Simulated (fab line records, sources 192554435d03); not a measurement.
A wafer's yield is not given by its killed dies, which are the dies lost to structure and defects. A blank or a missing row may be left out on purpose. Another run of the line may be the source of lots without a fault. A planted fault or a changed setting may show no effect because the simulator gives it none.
Which tool was responsible?	flow n5 finfet	72 wafers from 24 lots sampled at 6 of the route's 1938 steps

## WHAT EACH GAUGE READ, for each wafer
The record holds no reading of a measuring or inspecting step that can be judged against a usual standard deviation.

## TOOL THAT RAN EACH LOT (tool first, then ch and the chambers of the sampled wafers, then the start)
lot	N5_BEOL_M0_CUTY_DESCUM_61	N5_BEOL_M0_CUTY_ETCH_63	N5_BEOL_M0_SPUTTER_132	N5_BEOL_M0_SPUTTER_134	N5_BEOL_M0_SPUTTER_141	N5_BEOL_M0_CO_CAP_123
L074	rie diel-02 ch 1,2,3, day 5 16:46	rie diel-02 ch 1,2,3, day 5 16:51	pvd sputter-01, day 5 19:13	pvd sputter-01, day 5 19:20	pvd sputter-01, day 5 19:28	cvd co-02 ch 0,1,2, day 5 20:23
L075	rie diel-03 ch 2,3, day 5 22:56	rie diel-03 ch 2,3, day 5 23:01	pvd sputter-03, day 6 06:31	pvd sputter-03, day 6 06:38	pvd sputter-03, day 6 06:46	cvd co-01 ch 0,2, day 6 07:40
L076	rie diel-03 ch 2,3, day 6 10:41	rie diel-03 ch 2,3, day 6 10:46	pvd sputter-03, day 6 14:57	pvd sputter-03, day 6 15:04	pvd sputter-03, day 6 15:11	cvd co-02 ch 1,2, day 6 16:08
L077	rie diel-03 ch 0,2,3, day 6 13:31	rie diel-03 ch 0,2,3, day 6 13:35	pvd sputter-01, day 6 19:34	pvd sputter-01, day 6 19:41	pvd sputter-01, day 6 19:48	cvd co-02 ch 0,1, day 6 20:40
L078	rie diel-02 ch 0,1,3, day 6 22:40	rie diel-02 ch 0,1,3, day 6 22:45	pvd sputter-01, day 7 00:58	pvd sputter-01, day 7 01:05	pvd sputter-01, day 7 01:13	cvd co-02 ch 0,1,2, day 7 02:04
L079	rie diel-04 ch 0,1,3, day 7 02:29	rie diel-04 ch 0,1,3, day 7 02:34	pvd sputter-01, day 7 08:40	pvd sputter-01, day 7 08:47	pvd sputter-01, day 7 08:54	cvd co-01 ch 1,2, day 7 09:46
L080	rie diel-04 ch 1,3, day 7 10:28	rie diel-04 ch 1,3, day 7 10:32	pvd sputter-02, day 7 15:56	pvd sputter-02, day 7 16:04	pvd sputter-02, day 7 16:11	cvd co-02 ch 0,1, day 7 17:47
L081	rie diel-02 ch 0,1,3, day 7 15:07	rie diel-02 ch 0,1,3, day 7 15:11	pvd sputter-01, day 7 23:33	pvd sputter-01, day 7 23:40	pvd sputter-01, day 7 23:47	cvd co-02 ch 0,1,2, day 8 00:40
L082	rie diel-04 ch 1,2, day 7 22:11	rie diel-04 ch 1,2, day 7 22:16	pvd sputter-02, day 8 02:37	pvd sputter-02, day 8 02:44	pvd sputter-02, day 8 02:51	cvd co-01 ch 0,2, day 8 03:57
L083	rie diel-04 ch 1,2, day 8 05:31	rie diel-04 ch 1,2, day 8 05:36	pvd sputter-02, day 8 09:13	pvd sputter-02, day 8 09:20	pvd sputter-02, day 8 09:27	cvd co-01 ch 1,2, day 8 10:23
L084	rie diel-02 ch 0,1,3, day 8 10:46	rie diel-02 ch 0,1,3, day 8 10:51	pvd sputter-03, day 8 14:46	pvd sputter-03, day 8 14:53	pvd sputter-03, day 8 15:00	cvd co-02 ch 1,2, day 8 15:56
L085	rie diel-02 ch 1,2,3, day 8 15:34	rie diel-02 ch 1,2,3, day 8 15:38	pvd sputter-02, day 8 18:29	pvd sputter-02, day 8 18:37	pvd sputter-02, day 8 18:44	cvd co-02 ch 0,1,2, day 8 19:52
L086	rie diel-03 ch 0,1,2, day 8 23:08	rie diel-03 ch 0,1,2, day 8 23:13	pvd sputter-02, day 9 03:06	pvd sputter-02, day 9 03:13	pvd sputter-02, day 9 03:20	cvd co-01 ch 0,1,2, day 9 05:44
L087	rie diel-04 ch 2,3, day 9 01:49	rie diel-04 ch 2,3, day 9 01:53	pvd sputter-02, day 9 04:31	pvd sputter-02, day 9 04:38	pvd sputter-02, day 9 04:46	cvd co-02 ch 1,2, day 9 06:59
L088	rie diel-04 ch 0,2, day 9 12:00	rie diel-04 ch 0,2, day 9 12:05	pvd sputter-02, day 9 14:15	pvd sputter-02, day 9 14:22	pvd sputter-02, day 9 14:29	cvd co-01 ch 0,2, day 9 15:21
L089	rie diel-03 ch 0,2,3, day 9 15:05	rie diel-03 ch 0,2,3, day 9 15:10	pvd sputter-01, day 10 04:46	pvd sputter-01, day 10 04:53	pvd sputter-01, day 10 05:00	cvd co-01 ch 0,1, day 10 05:52
L090	rie diel-04 ch 0,3, day 9 22:35	rie diel-04 ch 0,3, day 9 22:40	pvd sputter-01, day 10 04:14	pvd sputter-01, day 10 04:22	pvd sputter-01, day 10 04:29	cvd co-02 ch 0,1,2, day 10 05:28
L091	rie diel-04 ch 1,3, day 10 02:52	rie diel-04 ch 1,3, day 10 02:57	pvd sputter-02, day 10 08:22	pvd sputter-02, day 10 08:29	pvd sputter-02, day 10 08:36	cvd co-02 ch 0,2, day 10 09:42
L092	rie diel-04 ch 1,3, day 10 08:38	rie diel-04 ch 1,3, day 10 08:43	pvd sputter-02, day 10 14:42	pvd sputter-02, day 10 14:49	pvd sputter-02, day 10 14:56	cvd co-02 ch 0,2, day 10 15:49
L093	rie diel-02 ch 0,2,3, day 10 13:47	rie diel-02 ch 0,2,3, day 10 13:55	pvd sputter-01, day 10 19:56	pvd sputter-01, day 10 20:03	pvd sputter-01, day 10 20:10	cvd co-01 ch 0,1,2, day 10 21:04
L094	rie diel-03 ch 0,1, day 11 01:01	rie diel-03 ch 0,1, day 11 01:07	pvd sputter-03, day 11 04:03	pvd sputter-03, day 11 04:10	pvd sputter-03, day 11 04:17	cvd co-02 ch 1,2, day 11 06:16
L095	rie diel-03 ch 0,2,3, day 11 01:22	rie diel-03 ch 0,2,3, day 11 01:27	pvd sputter-03, day 11 04:29	pvd sputter-03, day 11 04:37	pvd sputter-03, day 11 04:44	cvd co-02 ch 0,1, day 11 06:43
L096	rie diel-03 ch 1,2,3, day 11 08:48	rie diel-03 ch 1,2,3, day 11 08:53	pvd sputter-03, day 11 15:01	pvd sputter-03, day 11 15:08	pvd sputter-03, day 11 15:16	cvd co-02 ch 0,2, day 11 16:08
L097	rie diel-03 ch 0,2,3, day 11 14:15	rie diel-03 ch 0,2,3, day 11 14:20	pvd sputter-03, day 11 17:20	pvd sputter-03, day 11 17:28	pvd sputter-03, day 11 17:35	cvd co-02 ch 0,2, day 11 18:49
- N5_BEOL_M0_CUTY_DESCUM_61: chemistry O2, time 7.9 s.
- N5_BEOL_M0_CUTY_ETCH_63: etches SOC in N2/H2, target depth 82.7 nm, overetch 16.5 nm, time 124 s.
- N5_BEOL_M0_SPUTTER_132: material Cu, target thk 4 nm, time 7.37 s.
- N5_BEOL_M0_SPUTTER_134: material Cu, target thk 4 nm, time 7.37 s.
- N5_BEOL_M0_SPUTTER_141: material Cu, target thk 4 nm, time 7.37 s.
- N5_BEOL_M0_CO_CAP_123: material Co, precursor CCTBA/H2, target thk 2 nm, time 102.1 s.

## AS READ BY THE TOOLS THEMSELVES (means over the sampled wafers that have a number; for cases with no such wafer, the mark the record gives instead)
N5_BEOL_M0_CUTY_DESCUM_61.
lot	tool	drypump motor current A (A)	oes product au (a.u.)	rf vpp V (V)	showerhead plenum p Torr (Torr)	throttle valve pct (%)
L074	rie diel-02	5.9	0.73	242.7	2.05	20.28
L075	rie diel-03	5.7	0.84	243.7	2.10	20.38
L076	rie diel-03	5.7	0.82	244.2	2.10	20.40
L077	rie diel-03	5.5	0.74	242.7	2.07	20.48
L078	rie diel-02	5.9	0.78	242.7	2.09	20.26
L079	rie diel-04	5.6	0.84	244.0	2.15	20.18
L080	rie diel-04	5.6	0.81	242.1	2.08	20.18
L081	rie diel-02	5.9	0.77	242.6	2.09	20.27
L082	rie diel-04	5.9	0.74	243.9	2.15	20.45
L083	rie diel-04	5.9	0.74	243.5	2.15	20.47
L084	rie diel-02	5.9	0.77	242.9	2.08	20.28
L085	rie diel-02	5.9	0.70	241.8	2.04	20.32
L086	rie diel-03	5.6	0.93	242.2	2.08	20.26
L087	rie diel-04	5.8	0.78	242.2	2.04	20.31
L088	rie diel-04	6.0	0.76	242.2	2.12	20.49
L089	rie diel-03	5.6	0.90	242.1	2.06	20.23
L090	rie diel-04	5.5	0.83	243.1	2.09	20.12
L091	rie diel-04	5.6	0.78	243.7	2.07	20.21
L092	rie diel-04	5.6	0.77	243.2	2.12	20.30
L093	rie diel-02	6.0	0.76	243.8	2.08	20.27
L094	rie diel-03	5.9	0.89	243.9	2.07	20.26
L095	rie diel-03	5.6	0.89	242.4	2.06	20.22
L096	rie diel-03	5.7	0.87	242.9	2.10	20.36
L097	rie diel-03	5.5	0.87	242.8	2.06	20.24

N5_BEOL_M0_CUTY_ETCH_63.
lot	tool	drypump motor current A (A)	n2 flow sccm (sccm)	oes product au (a.u.)	rf vpp V (V)	showerhead plenum p Torr (Torr)	throttle valve pct (%)
L074	rie diel-02	5.9	199.6	0.60	521.9	2.51	17.77
L075	rie diel-03	5.7	199.5	0.68	525.4	2.56	17.78
L076	rie diel-03	5.7	199.9	0.67	524.2	2.55	17.79
L077	rie diel-03	5.5	199.9	0.61	523.7	2.52	17.94
L078	rie diel-02	5.9	200.3	0.63	523.1	2.54	17.66
L079	rie diel-04	5.6	199.8	0.69	524.9	2.60	17.59
L080	rie diel-04	5.6	200.0	0.67	523.8	2.53	17.70
L081	rie diel-02	5.9	199.8	0.63	523.9	2.54	17.67
L082	rie diel-04	5.9	199.8	0.60	525.1	2.60	17.85
L083	rie diel-04	5.9	200.2	0.60	525.4	2.60	17.86
L084	rie diel-02	5.9	200.1	0.62	523.4	2.54	17.68
L085	rie diel-02	5.9	199.7	0.58	521.9	2.50	17.81
L086	rie diel-03	5.6	200.0	0.76	522.4	2.52	17.67
L087	rie diel-04	5.8	200.5	0.64	522.7	2.48	17.77
L088	rie diel-04	6.1	200.2	0.63	524.8	2.56	17.78
L089	rie diel-03	5.6	199.5	0.73	523.0	2.51	17.66
L090	rie diel-04	5.5	199.5	0.69	523.0	2.54	17.57
L091	rie diel-04	5.6	200.3	0.65	522.9	2.52	17.72
L092	rie diel-04	5.6	200.5	0.63	524.7	2.57	17.78
L093	rie diel-02	6.0	199.8	0.62	523.7	2.54	17.80
L094	rie diel-03	5.9	200.2	0.74	523.4	2.53	17.75
L095	rie diel-03	5.6	199.9	0.72	523.1	2.51	17.68
L096	rie diel-03	5.7	199.7	0.71	523.7	2.55	17.70
L097	rie diel-03	5.6	200.2	0.71	523.4	2.51	17.68

N5_BEOL_M0_SPUTTER_132.
lot	tool	chamber pressure pa (Pa)	throttle valve pct (%)
L074	pvd sputter-01	0.07012	29.5
L075	pvd sputter-03	0.06995	30.4
L076	pvd sputter-03	0.06998	30.2
L077	pvd sputter-01	0.06989	29.5
L078	pvd sputter-01	0.07001	29.6
L079	pvd sputter-01	0.06992	28.9
L080	pvd sputter-02	0.06998	29.7
L081	pvd sputter-01	0.07003	30.3
L082	pvd sputter-02	0.07004	30.3
L083	pvd sputter-02	0.07001	29.6
L084	pvd sputter-03	0.06996	30.3
L085	pvd sputter-02	0.07001	30.0
L086	pvd sputter-02	0.07003	29.6
L087	pvd sputter-02	0.07008	29.1
L088	pvd sputter-02	0.07009	29.7
L089	pvd sputter-01	0.07007	29.5
L090	pvd sputter-01	0.07011	29.3
L091	pvd sputter-02	0.07007	30.0
L092	pvd sputter-02	0.07006	29.7
L093	pvd sputter-01	0.06993	29.5
L094	pvd sputter-03	0.06997	30.4
L095	pvd sputter-03	0.06996	29.6
L096	pvd sputter-03	0.06997	30.1
L097	pvd sputter-03	0.07012	30.7

N5_BEOL_M0_SPUTTER_134.
lot	tool	chamber pressure pa (Pa)	throttle valve pct (%)
L074	pvd sputter-01	0.06987	29.5
L075	pvd sputter-03	0.06999	30.3
L076	pvd sputter-03	0.07017	30.2
L077	pvd sputter-01	0.06998	29.5
L078	pvd sputter-01	0.07000	29.5
L079	pvd sputter-01	0.07015	28.8
L080	pvd sputter-02	0.06977	29.5
L081	pvd sputter-01	0.06993	30.1
L082	pvd sputter-02	0.06997	30.4
L083	pvd sputter-02	0.06992	29.7
L084	pvd sputter-03	0.07013	30.4
L085	pvd sputter-02	0.06995	29.9
L086	pvd sputter-02	0.06987	29.6
L087	pvd sputter-02	0.06988	29.3
L088	pvd sputter-02	0.07001	29.8
L089	pvd sputter-01	0.07007	29.5
L090	pvd sputter-01	0.07000	29.5
L091	pvd sputter-02	0.07008	29.9
L092	pvd sputter-02	0.06996	29.5
L093	pvd sputter-01	0.06991	29.5
L094	pvd sputter-03	0.07012	30.3
L095	pvd sputter-03	0.06995	29.8
L096	pvd sputter-03	0.06991	30.2
L097	pvd sputter-03	0.07002	30.9

N5_BEOL_M0_SPUTTER_141.
lot	tool	chamber pressure pa (Pa)	throttle valve pct (%)
L074	pvd sputter-01	0.07004	29.5
L075	pvd sputter-03	0.06997	30.4
L076	pvd sputter-03	0.07010	30.2
L077	pvd sputter-01	0.07004	29.6
L078	pvd sputter-01	0.06985	29.3
L079	pvd sputter-01	0.06999	28.9
L080	pvd sputter-02	0.07006	29.7
L081	pvd sputter-01	0.06992	30.2
L082	pvd sputter-02	0.07004	30.3
L083	pvd sputter-02	0.06992	29.6
L084	pvd sputter-03	0.07013	30.5
L085	pvd sputter-02	0.07008	30.1
L086	pvd sputter-02	0.06996	29.4
L087	pvd sputter-02	0.07004	29.1
L088	pvd sputter-02	0.06996	29.7
L089	pvd sputter-01	0.07016	29.7
L090	pvd sputter-01	0.07001	29.5
L091	pvd sputter-02	0.07007	30.0
L092	pvd sputter-02	0.07007	29.6
L093	pvd sputter-01	0.07005	29.6
L094	pvd sputter-03	0.06996	30.3
L095	pvd sputter-03	0.07009	29.8
L096	pvd sputter-03	0.07014	30.2
L097	pvd sputter-03	0.07003	30.9

N5_BEOL_M0_CO_CAP_123.
lot	tool	heater power w (W)
L074	cvd co-02	244
L075	cvd co-01	223
L076	cvd co-02	216
L077	cvd co-02	265
L078	cvd co-02	237
L079	cvd co-01	240
L080	cvd co-02	235
L081	cvd co-02	243
L082	cvd co-01	225
L083	cvd co-01	237
L084	cvd co-02	215
L085	cvd co-02	236
L086	cvd co-01	234
L087	cvd co-02	217
L088	cvd co-01	225
L089	cvd co-01	229
L090	cvd co-02	241
L091	cvd co-02	243
L092	cvd co-02	264
L093	cvd co-01	228
L094	cvd co-02	215
L095	cvd co-02	238
L096	cvd co-02	267
L097	cvd co-02	242

## THE ANSWER, worked out from the rows above alone
Rule: what is usual is taken from the lots themselves. The widest of any qualifying gaps counts: lots, ordered by their means at a reading, are off when they make up no more than a third of the lots, leave a main group of 4 or more, and stand apart from it by 3 or more times the standard deviation of that group's means. If all means in a main group match to the digits the tables above print for the reading, that group is not used. A lot without any number at a reading at which 4 lots or more have one is off too. The other lots that the step has rows for count as sound. First the gauges in route order, then the tools' own readings, where a lot's mean is used as printed above. At the first step where some lot is off, the reading lying furthest off is the one used; lots without a number count as furthest.
No lot is off on any of the readings shown, so nothing can be concluded from this.

## WHAT HAD BEEN PUT IN BY THE SIMULATOR
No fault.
